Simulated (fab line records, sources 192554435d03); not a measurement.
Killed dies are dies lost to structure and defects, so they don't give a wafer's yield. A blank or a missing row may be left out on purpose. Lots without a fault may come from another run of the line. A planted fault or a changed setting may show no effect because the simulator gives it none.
Chamber matching | flow n5_finfet | N5_BEOL_M10_CURE_71 on uv_cure-03: 3 sister chambers
The step cures SiCOH lowk, time 240 s. 6 wafers are shown with their chamber, then 10 later ones without.

WAFERS WITH THEIR CHAMBER
wafer  | chamber | wafer_temp_C_max | lamp_power_pct (%)
L075.3 | 0       | 386.3            | 52.33
L075.5 | 0       | 386.6            | 52.32
L085.4 | 2       | 386.1            | 52.37
L085.5 | 2       | 386.3            | 52.39
L089.2 | 1       | 386.7            | 52.28
L089.4 | 1       | 386.6            | 52.41

WAFERS WITHOUT THEIR CHAMBER
wafer  | wafer_temp_C_max | lamp_power_pct (%)
L089.5 | 386.6            | 52.38
L094.2 | 387.1            | 52.29
L094.3 | 386.6            | 52.22
L094.4 | 386.2            | 52.34
L097.2 | 385.8            | 52.35
L097.4 | 386.0            | 52.33
L097.6 | 386.0            | 52.35
L095.3 | 386.4            | 52.28
L095.4 | 385.9            | 52.35
L095.5 | 386.1            | 52.34

WHICH CHAMBER EACH WENT THROUGH
wafer  | from the rows above          | in truth
L089.5 | can't be placed: 1 or 0 or 2 | 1
L094.2 | can't be placed: 1 or 0      | 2
L094.3 | can't be placed: 0 or 1 or 2 | 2
L094.4 | can't be placed: 2 or 0      | 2
L097.2 | can't be placed: 2 or 0      | 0
L097.4 | can't be placed: 2 or 0      | 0
L097.6 | can't be placed: 2 or 0      | 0
L095.3 | can't be placed: 0 or 1 or 2 | 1
L095.4 | can't be placed: 2 or 0      | 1
L095.5 | can't be placed: 2 or 0      | 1
Placed correctly: 0 of 10. Can't be placed from these rows: 10 (the true chamber is among the candidates in 7). Placed wrongly: 0.
How it was worked out, from the rows above alone: a wafer's distance from a chamber is the root of the sum, over the readings, of the square of ((its reading less the chamber's mean) divided by the reading's scatter). The wafer belongs to the nearest chamber; if the next one is less than 2 further off, it can't be placed. A chamber's mean is the mean of its shown wafers. The scatter: the root of (the sum of the squares of (reading less its chamber's mean) over the shown wafers, divided by (wafers less chambers)).
